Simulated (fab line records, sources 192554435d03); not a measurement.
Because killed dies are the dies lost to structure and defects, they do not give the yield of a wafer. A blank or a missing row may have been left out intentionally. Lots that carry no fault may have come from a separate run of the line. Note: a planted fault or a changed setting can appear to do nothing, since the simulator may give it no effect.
The tool behind it: which one? || flow n5 finfet || Sampling: 24 lots, 72 wafers, 5 of 1938 route steps

== WHAT THE GAUGES READ, wafer by wafer ==
N5_BEOL_M6_INSPECT_58: inspects for defects (darkfield).
{"lot": "L074", "measured": "day 8 14:13", "on": "defect inspect-02", "raw defect count": "79 51 45"}
{"lot": "L075", "measured": "day 8 19:00", "on": "defect inspect-02", "raw defect count": "52 62 58"}
{"lot": "L077", "measured": "day 9 03:55", "on": "defect inspect-02", "raw defect count": "57 64 45"}
{"lot": "L076", "measured": "day 9 07:51", "on": "defect inspect-02", "raw defect count": "71 133 79"}
{"lot": "L078", "measured": "day 9 08:17", "on": "defect inspect-01", "raw defect count": "69 99 95"}
{"lot": "L080", "measured": "day 9 16:20", "on": "defect inspect-01", "raw defect count": "87 82 37"}
{"lot": "L079", "measured": "day 9 23:06", "on": "defect inspect-01", "raw defect count": "62 56 87"}
{"lot": "L081", "measured": "day 10 17:28", "on": "defect inspect-01", "raw defect count": "62 130 104"}
{"lot": "L082", "measured": "day 10 17:43", "on": "defect inspect-01", "raw defect count": "129 110 73"}
{"lot": "L083", "measured": "day 10 23:13", "on": "defect inspect-01", "raw defect count": "60 57 38"}
{"lot": "L084", "measured": "day 11 10:14", "on": "defect inspect-01", "raw defect count": "56 41 39"}
{"lot": "L085", "measured": "day 11 11:05", "on": "defect inspect-01", "raw defect count": "54 43 27"}
{"lot": "L086", "measured": "day 11 17:42", "on": "defect inspect-02", "raw defect count": "67 64 53"}
{"lot": "L087", "measured": "day 11 23:41", "on": "defect inspect-01", "raw defect count": "74 57 84"}
{"lot": "L089", "measured": "day 12 02:58", "on": "defect inspect-01", "raw defect count": "87 77 73"}
{"lot": "L088", "measured": "day 12 11:31", "on": "defect inspect-02", "raw defect count": "82 73 87"}
{"lot": "L090", "measured": "day 12 18:20", "on": "defect inspect-02", "raw defect count": "55 52 45"}
{"lot": "L091", "measured": "day 12 19:13", "on": "defect inspect-01", "raw defect count": "32 37 74"}
{"lot": "L092", "measured": "day 13 12:11", "on": "defect inspect-01", "raw defect count": "52 71 60"}
{"lot": "L093", "measured": "day 13 14:49", "on": "defect inspect-02", "raw defect count": "59 73 42"}
{"lot": "L094", "measured": "day 13 16:53", "on": "defect inspect-02", "raw defect count": "111 86 123"}
{"lot": "L095", "measured": "day 14 12:19", "on": "defect inspect-01", "raw defect count": "56 62 73"}
{"lot": "L096", "measured": "day 14 12:40", "on": "defect inspect-02", "raw defect count": "66 45 68"}
{"lot": "L097", "measured": "day 14 14:16", "on": "defect inspect-01", "raw defect count": "64 66 107"}

N5_BEOL_M7_INSPECT_58: inspects for defects (darkfield).
{"lot": "L074", "measured": "day 8 20:26", "on": "defect inspect-01", "raw defect count": "45 56 92"}
{"lot": "L075", "measured": "day 9 03:11", "on": "defect inspect-02", "raw defect count": "42 55 41"}
{"lot": "L077", "measured": "day 9 12:06", "on": "defect inspect-01", "raw defect count": "45 48 51"}
{"lot": "L076", "measured": "day 9 16:28", "on": "defect inspect-02", "raw defect count": "73 44 36"}
{"lot": "L078", "measured": "day 9 15:34", "on": "defect inspect-02", "raw defect count": "115 62 59"}
{"lot": "L080", "measured": "day 9 23:50", "on": "defect inspect-02", "raw defect count": "55 80 85"}
{"lot": "L079", "measured": "day 10 07:02", "on": "defect inspect-02", "raw defect count": "64 61 61"}
{"lot": "L081", "measured": "day 11 01:13", "on": "defect inspect-02", "raw defect count": "57 65 42"}
{"lot": "L082", "measured": "day 11 00:45", "on": "defect inspect-01", "raw defect count": "85 47 80"}
{"lot": "L083", "measured": "day 11 08:01", "on": "defect inspect-01", "raw defect count": "48 50 39"}
{"lot": "L084", "measured": "day 11 18:58", "on": "defect inspect-01", "raw defect count": "76 62 59"}
{"lot": "L085", "measured": "day 11 21:19", "on": "defect inspect-01", "raw defect count": "67 89 78"}
{"lot": "L086", "measured": "day 11 23:13", "on": "defect inspect-02", "raw defect count": "85 69 100"}
{"lot": "L087", "measured": "day 12 09:23", "on": "defect inspect-01", "raw defect count": "80 122 61"}
{"lot": "L089", "measured": "day 12 11:57", "on": "defect inspect-02", "raw defect count": "75 55 69"}
{"lot": "L088", "measured": "day 12 18:55", "on": "defect inspect-01", "raw defect count": "142 63 90"}
{"lot": "L090", "measured": "day 13 01:22", "on": "defect inspect-02", "raw defect count": "54 28 56"}
{"lot": "L091", "measured": "day 13 02:10", "on": "defect inspect-02", "raw defect count": "63 43 42"}
{"lot": "L092", "measured": "day 13 19:47", "on": "defect inspect-01", "raw defect count": "50 65 44"}
{"lot": "L093", "measured": "day 13 20:55", "on": "defect inspect-01", "raw defect count": "64 43 38"}
{"lot": "L094", "measured": "day 14 00:37", "on": "defect inspect-02", "raw defect count": "61 49 47"}
{"lot": "L095", "measured": "day 14 19:22", "on": "defect inspect-01", "raw defect count": "62 68 79"}
{"lot": "L096", "measured": "day 14 20:29", "on": "defect inspect-02", "raw defect count": "44 54 67"}
{"lot": "L097", "measured": "day 14 21:12", "on": "defect inspect-02", "raw defect count": "84 67 72"}

== TOOL THAT RAN EACH LOT (tool first, then ch and the chambers of the sampled wafers, then the start) ==
{"lot": "L074", "N5_BEOL_M6_DEP_56": "pecvd-04 ch 0,1,2, day 8 14:07", "N5_BEOL_M7_PRE_CLEAN_45": "pvd sputter-02, day 8 18:41", "N5_BEOL_M7_ALD_77": "ald metal-03 ch 0,1, day 8 18:52"}
{"lot": "L075", "N5_BEOL_M6_DEP_56": "pecvd-04 ch 0,2, day 8 18:53", "N5_BEOL_M7_PRE_CLEAN_45": "pvd sputter-03, day 9 01:08", "N5_BEOL_M7_ALD_77": "ald metal-03 ch 0,3, day 9 01:13"}
{"lot": "L077", "N5_BEOL_M6_DEP_56": "pecvd-01 ch 0,1, day 9 03:49", "N5_BEOL_M7_PRE_CLEAN_45": "pvd sputter-02, day 9 09:52", "N5_BEOL_M7_ALD_77": "ald metal-01 ch 0,1,3, day 9 09:56"}
{"lot": "L076", "N5_BEOL_M6_DEP_56": "pecvd-01 ch 1,2, day 9 07:46", "N5_BEOL_M7_PRE_CLEAN_45": "pvd sputter-02, day 9 14:44", "N5_BEOL_M7_ALD_77": "ald metal-04 ch 0,1, day 9 14:47"}
{"lot": "L078", "N5_BEOL_M6_DEP_56": "pecvd-01 ch 0,2, day 9 08:11", "N5_BEOL_M7_PRE_CLEAN_45": "pvd sputter-02, day 9 13:51", "N5_BEOL_M7_ALD_77": "ald metal-03 ch 0,1,3, day 9 13:56"}
{"lot": "L080", "N5_BEOL_M6_DEP_56": "pecvd-01 ch 0,1, day 9 16:14", "N5_BEOL_M7_PRE_CLEAN_45": "pvd sputter-02, day 9 22:01", "N5_BEOL_M7_ALD_77": "ald metal-03 ch 0,1, day 9 22:04"}
{"lot": "L079", "N5_BEOL_M6_DEP_56": "pecvd-04 ch 0,2, day 9 22:59", "N5_BEOL_M7_PRE_CLEAN_45": "pvd sputter-01, day 10 05:07", "N5_BEOL_M7_ALD_77": "ald metal-03 ch 0,2,3, day 10 05:22"}
{"lot": "L081", "N5_BEOL_M6_DEP_56": "pecvd-04 ch 0,1,2, day 10 17:22", "N5_BEOL_M7_PRE_CLEAN_45": "pvd sputter-03, day 10 23:14", "N5_BEOL_M7_ALD_77": "ald metal-01 ch 2,3, day 10 23:20"}
{"lot": "L082", "N5_BEOL_M6_DEP_56": "pecvd-03 ch 1,2, day 10 17:36", "N5_BEOL_M7_PRE_CLEAN_45": "pvd sputter-03, day 10 23:09", "N5_BEOL_M7_ALD_77": "ald metal-04 ch 0,1,3, day 10 23:13"}
{"lot": "L083", "N5_BEOL_M6_DEP_56": "pecvd-04 ch 0,2, day 10 23:07", "N5_BEOL_M7_PRE_CLEAN_45": "pvd sputter-03, day 11 04:22", "N5_BEOL_M7_ALD_77": "ald metal-01 ch 0,1, day 11 04:27"}
{"lot": "L084", "N5_BEOL_M6_DEP_56": "pecvd-04 ch 0,1, day 11 10:08", "N5_BEOL_M7_PRE_CLEAN_45": "pvd sputter-02, day 11 17:12", "N5_BEOL_M7_ALD_77": "ald metal-01 ch 0,1,3, day 11 17:17"}
{"lot": "L085", "N5_BEOL_M6_DEP_56": "pecvd-01 ch 1,2, day 11 10:59", "N5_BEOL_M7_PRE_CLEAN_45": "pvd sputter-03, day 11 17:42", "N5_BEOL_M7_ALD_77": "ald metal-03 ch 0,2,3, day 11 17:46"}
{"lot": "L086", "N5_BEOL_M6_DEP_56": "pecvd-03 ch 0,2, day 11 17:37", "N5_BEOL_M7_PRE_CLEAN_45": "pvd sputter-02, day 11 21:24", "N5_BEOL_M7_ALD_77": "ald metal-01 ch 0,1,3, day 11 21:28"}
{"lot": "L087", "N5_BEOL_M6_DEP_56": "pecvd-01 ch 0,1, day 11 23:35", "N5_BEOL_M7_PRE_CLEAN_45": "pvd sputter-03, day 12 06:01", "N5_BEOL_M7_ALD_77": "ald metal-03 ch 0,1,2, day 12 06:14"}
{"lot": "L089", "N5_BEOL_M6_DEP_56": "pecvd-03 ch 0,2, day 12 02:52", "N5_BEOL_M7_PRE_CLEAN_45": "pvd sputter-03, day 12 09:34", "N5_BEOL_M7_ALD_77": "ald metal-01 ch 0,2,3, day 12 09:38"}
{"lot": "L088", "N5_BEOL_M6_DEP_56": "pecvd-04 ch 0,2, day 12 11:11", "N5_BEOL_M7_PRE_CLEAN_45": "pvd sputter-02, day 12 17:25", "N5_BEOL_M7_ALD_77": "ald metal-01 ch 2,3, day 12 17:28"}
{"lot": "L090", "N5_BEOL_M6_DEP_56": "pecvd-04 ch 0,2, day 12 18:14", "N5_BEOL_M7_PRE_CLEAN_45": "pvd sputter-03, day 12 23:52", "N5_BEOL_M7_ALD_77": "ald metal-01 ch 0,3, day 12 23:55"}
{"lot": "L091", "N5_BEOL_M6_DEP_56": "pecvd-01 ch 0,1,2, day 12 19:08", "N5_BEOL_M7_PRE_CLEAN_45": "pvd sputter-03, day 13 00:20", "N5_BEOL_M7_ALD_77": "ald metal-01 ch 0,2,3, day 13 00:29"}
{"lot": "L092", "N5_BEOL_M6_DEP_56": "pecvd-01 ch 0,1,2, day 13 12:05", "N5_BEOL_M7_PRE_CLEAN_45": "pvd sputter-01, day 13 18:06", "N5_BEOL_M7_ALD_77": "ald metal-04 ch 0,2,3, day 13 18:11"}
{"lot": "L093", "N5_BEOL_M6_DEP_56": "pecvd-01 ch 0,1,2, day 13 14:43", "N5_BEOL_M7_PRE_CLEAN_45": "pvd sputter-03, day 13 19:08", "N5_BEOL_M7_ALD_77": "ald metal-04 ch 0,1, day 13 19:12"}
{"lot": "L094", "N5_BEOL_M6_DEP_56": "pecvd-04 ch 0,2, day 13 16:47", "N5_BEOL_M7_PRE_CLEAN_45": "pvd sputter-03, day 13 22:48", "N5_BEOL_M7_ALD_77": "ald metal-01 ch 0,2,3, day 13 22:52"}
{"lot": "L095", "N5_BEOL_M6_DEP_56": "pecvd-04 ch 0,1,2, day 14 12:13", "N5_BEOL_M7_PRE_CLEAN_45": "pvd sputter-02, day 14 15:55", "N5_BEOL_M7_ALD_77": "ald metal-04 ch 1,2,3, day 14 15:59"}
{"lot": "L096", "N5_BEOL_M6_DEP_56": "pecvd-01 ch 0,2, day 14 12:34", "N5_BEOL_M7_PRE_CLEAN_45": "pvd sputter-01, day 14 18:31", "N5_BEOL_M7_ALD_77": "ald metal-01 ch 0,3, day 14 18:45"}
{"lot": "L097", "N5_BEOL_M6_DEP_56": "pecvd-03 ch 1,2, day 14 14:11", "N5_BEOL_M7_PRE_CLEAN_45": "pvd sputter-01, day 14 19:28", "N5_BEOL_M7_ALD_77": "ald metal-04 ch 1,3, day 14 19:32"}
- N5_BEOL_M6_DEP_56: deposits SiCN from 3MS/NH3, target thk 10 nm, time 17.5 s.
- N5_BEOL_M7_PRE_CLEAN_45: time 30 s.
- N5_BEOL_M7_ALD_77: deposits TaN, target thk 2 nm, pulse time 2 s, purge time 3 s.

== WHAT THE TOOLS THEMSELVES READ (means of the sampled wafers that have a number; where no wafer has one, the mark that the record gives instead) ==
N5_BEOL_M6_DEP_56.
{"lot": "L074", "tool": "pecvd-04", "showerhead plenum p Torr (Torr)": 3.666, "throttle valve pct (%)": 8.7}
{"lot": "L075", "tool": "pecvd-04", "showerhead plenum p Torr (Torr)": 3.675, "throttle valve pct (%)": 8.4}
{"lot": "L077", "tool": "pecvd-01", "showerhead plenum p Torr (Torr)": 3.661, "throttle valve pct (%)": 8.6}
{"lot": "L076", "tool": "pecvd-01", "showerhead plenum p Torr (Torr)": 3.664, "throttle valve pct (%)": 8.8}
{"lot": "L078", "tool": "pecvd-01", "showerhead plenum p Torr (Torr)": 3.657, "throttle valve pct (%)": 9.1}
{"lot": "L080", "tool": "pecvd-01", "showerhead plenum p Torr (Torr)": 3.664, "throttle valve pct (%)": 8.6}
{"lot": "L079", "tool": "pecvd-04", "showerhead plenum p Torr (Torr)": 3.673, "throttle valve pct (%)": 8.6}
{"lot": "L081", "tool": "pecvd-04", "showerhead plenum p Torr (Torr)": 3.657, "throttle valve pct (%)": 8.7}
{"lot": "L082", "tool": "pecvd-03", "showerhead plenum p Torr (Torr)": 3.667, "throttle valve pct (%)": 9.1}
{"lot": "L083", "tool": "pecvd-04", "showerhead plenum p Torr (Torr)": 3.673, "throttle valve pct (%)": 8.6}
{"lot": "L084", "tool": "pecvd-04", "showerhead plenum p Torr (Torr)": 3.645, "throttle valve pct (%)": 9.1}
{"lot": "L085", "tool": "pecvd-01", "showerhead plenum p Torr (Torr)": 3.665, "throttle valve pct (%)": 8.9}
{"lot": "L086", "tool": "pecvd-03", "showerhead plenum p Torr (Torr)": 3.669, "throttle valve pct (%)": 8.9}
{"lot": "L087", "tool": "pecvd-01", "showerhead plenum p Torr (Torr)": 3.659, "throttle valve pct (%)": 8.5}
{"lot": "L089", "tool": "pecvd-03", "showerhead plenum p Torr (Torr)": 3.665, "throttle valve pct (%)": 8.9}
{"lot": "L088", "tool": "pecvd-04", "showerhead plenum p Torr (Torr)": 3.672, "throttle valve pct (%)": 8.6}
{"lot": "L090", "tool": "pecvd-04", "showerhead plenum p Torr (Torr)": 3.668, "throttle valve pct (%)": 8.5}
{"lot": "L091", "tool": "pecvd-01", "showerhead plenum p Torr (Torr)": 3.664, "throttle valve pct (%)": 8.8}
{"lot": "L092", "tool": "pecvd-01", "showerhead plenum p Torr (Torr)": 3.660, "throttle valve pct (%)": 8.9}
{"lot": "L093", "tool": "pecvd-01", "showerhead plenum p Torr (Torr)": 3.661, "throttle valve pct (%)": 8.9}
{"lot": "L094", "tool": "pecvd-04", "showerhead plenum p Torr (Torr)": 3.667, "throttle valve pct (%)": 8.5}
{"lot": "L095", "tool": "pecvd-04", "showerhead plenum p Torr (Torr)": 3.662, "throttle valve pct (%)": 8.7}
{"lot": "L096", "tool": "pecvd-01", "showerhead plenum p Torr (Torr)": 3.669, "throttle valve pct (%)": 9.2}
{"lot": "L097", "tool": "pecvd-03", "showerhead plenum p Torr (Torr)": 3.666, "throttle valve pct (%)": 9.1}

N5_BEOL_M7_PRE_CLEAN_45.
{"lot": "L074", "tool": "pvd sputter-02", "heater power w (W)": 301}
{"lot": "L075", "tool": "pvd sputter-03", "heater power w (W)": 330}
{"lot": "L077", "tool": "pvd sputter-02", "heater power w (W)": 343}
{"lot": "L076", "tool": "pvd sputter-02", "heater power w (W)": 324}
{"lot": "L078", "tool": "pvd sputter-02", "heater power w (W)": 336}
{"lot": "L080", "tool": "pvd sputter-02", "heater power w (W)": 306}
{"lot": "L079", "tool": "pvd sputter-01", "heater power w (W)": 339}
{"lot": "L081", "tool": "pvd sputter-03", "heater power w (W)": 321}
{"lot": "L082", "tool": "pvd sputter-03", "heater power w (W)": 301}
{"lot": "L083", "tool": "pvd sputter-03", "heater power w (W)": 311}
{"lot": "L084", "tool": "pvd sputter-02", "heater power w (W)": 304}
{"lot": "L085", "tool": "pvd sputter-03", "heater power w (W)": 325}
{"lot": "L086", "tool": "pvd sputter-02", "heater power w (W)": 307}
{"lot": "L087", "tool": "pvd sputter-03", "heater power w (W)": 310}
{"lot": "L089", "tool": "pvd sputter-03", "heater power w (W)": 324}
{"lot": "L088", "tool": "pvd sputter-02", "heater power w (W)": 317}
{"lot": "L090", "tool": "pvd sputter-03", "heater power w (W)": 300}
{"lot": "L091", "tool": "pvd sputter-03", "heater power w (W)": 306}
{"lot": "L092", "tool": "pvd sputter-01", "heater power w (W)": 351}
{"lot": "L093", "tool": "pvd sputter-03", "heater power w (W)": 316}
{"lot": "L094", "tool": "pvd sputter-03", "heater power w (W)": 305}
{"lot": "L095", "tool": "pvd sputter-02", "heater power w (W)": 327}
{"lot": "L096", "tool": "pvd sputter-01", "heater power w (W)": 356}
{"lot": "L097", "tool": "pvd sputter-01", "heater power w (W)": 356}

N5_BEOL_M7_ALD_77.
{"lot": "L074", "tool": "ald metal-03", "heater power w (W)": 446, "mfc carrier sccm (sccm)": 1502, "precursor vessel temp c (C)": 75.07}
{"lot": "L075", "tool": "ald metal-03", "heater power w (W)": 472, "mfc carrier sccm (sccm)": 1501, "precursor vessel temp c (C)": 75.01}
{"lot": "L077", "tool": "ald metal-01", "heater power w (W)": 474, "mfc carrier sccm (sccm)": 1497, "precursor vessel temp c (C)": 74.99}
{"lot": "L076", "tool": "ald metal-04", "heater power w (W)": 413, "mfc carrier sccm (sccm)": 1504, "precursor vessel temp c (C)": 75.04}
{"lot": "L078", "tool": "ald metal-03", "heater power w (W)": 444, "mfc carrier sccm (sccm)": 1500, "precursor vessel temp c (C)": 75.01}
{"lot": "L080", "tool": "ald metal-03", "heater power w (W)": 414, "mfc carrier sccm (sccm)": 1497, "precursor vessel temp c (C)": 75.10}
{"lot": "L079", "tool": "ald metal-03", "heater power w (W)": 445, "mfc carrier sccm (sccm)": 1500, "precursor vessel temp c (C)": 74.97}
{"lot": "L081", "tool": "ald metal-01", "heater power w (W)": 423, "mfc carrier sccm (sccm)": 1498, "precursor vessel temp c (C)": 74.96}
{"lot": "L082", "tool": "ald metal-04", "heater power w (W)": 427, "mfc carrier sccm (sccm)": 1497, "precursor vessel temp c (C)": 75.09}
{"lot": "L083", "tool": "ald metal-01", "heater power w (W)": 495, "mfc carrier sccm (sccm)": 1503, "precursor vessel temp c (C)": 74.97}
{"lot": "L084", "tool": "ald metal-01", "heater power w (W)": 468, "mfc carrier sccm (sccm)": 1496, "precursor vessel temp c (C)": 75.03}
{"lot": "L085", "tool": "ald metal-03", "heater power w (W)": 438, "mfc carrier sccm (sccm)": 1504, "precursor vessel temp c (C)": 74.90}
{"lot": "L086", "tool": "ald metal-01", "heater power w (W)": 468, "mfc carrier sccm (sccm)": 1494, "precursor vessel temp c (C)": 74.92}
{"lot": "L087", "tool": "ald metal-03", "heater power w (W)": 415, "mfc carrier sccm (sccm)": 1498, "precursor vessel temp c (C)": 75.02}
{"lot": "L089", "tool": "ald metal-01", "heater power w (W)": 449, "mfc carrier sccm (sccm)": 1497, "precursor vessel temp c (C)": 75.03}
{"lot": "L088", "tool": "ald metal-01", "heater power w (W)": 435, "mfc carrier sccm (sccm)": 1497, "precursor vessel temp c (C)": 74.96}
{"lot": "L090", "tool": "ald metal-01", "heater power w (W)": 470, "mfc carrier sccm (sccm)": 1497, "precursor vessel temp c (C)": 75.07}
{"lot": "L091", "tool": "ald metal-01", "heater power w (W)": 447, "mfc carrier sccm (sccm)": 1503, "precursor vessel temp c (C)": 75.01}
{"lot": "L092", "tool": "ald metal-04", "heater power w (W)": 430, "mfc carrier sccm (sccm)": 1500, "precursor vessel temp c (C)": 74.85}
{"lot": "L093", "tool": "ald metal-04", "heater power w (W)": 425, "mfc carrier sccm (sccm)": 1499, "precursor vessel temp c (C)": 74.89}
{"lot": "L094", "tool": "ald metal-01", "heater power w (W)": 458, "mfc carrier sccm (sccm)": 1499, "precursor vessel temp c (C)": 74.99}
{"lot": "L095", "tool": "ald metal-04", "heater power w (W)": 450, "mfc carrier sccm (sccm)": 1501, "precursor vessel temp c (C)": 75.07}
{"lot": "L096", "tool": "ald metal-01", "heater power w (W)": 465, "mfc carrier sccm (sccm)": 1494, "precursor vessel temp c (C)": 74.95}
{"lot": "L097", "tool": "ald metal-04", "heater power w (W)": 440, "mfc carrier sccm (sccm)": 1495, "precursor vessel temp c (C)": 75.09}

== THE ANSWER, worked out from the rows above alone ==
Rule: what is usual is taken from the lots themselves. Put in order of their means at a reading, lots are off if they are a third of the lots or fewer, leave a main group of 4 or more, and stand apart from it by a gap of 3 or more times the standard deviation of the main group's means; of several such gaps the widest counts. The tables above print the reading to a certain number of digits; a main group whose means all agree to those digits is not used. A lot without any number at a reading at which 4 lots or more have one is off too. All remaining lots with rows at the step are treated as sound. The gauges are gone through in route order, then the tools' own readings, and for those a lot's mean is taken as printed above. At the first step where some lot is off, the reading lying furthest off is the one used; lots without a number count as furthest.
No lot is off on any of the readings shown, so nothing can be concluded from this.

== WHAT THE SIMULATOR PUT IN ==
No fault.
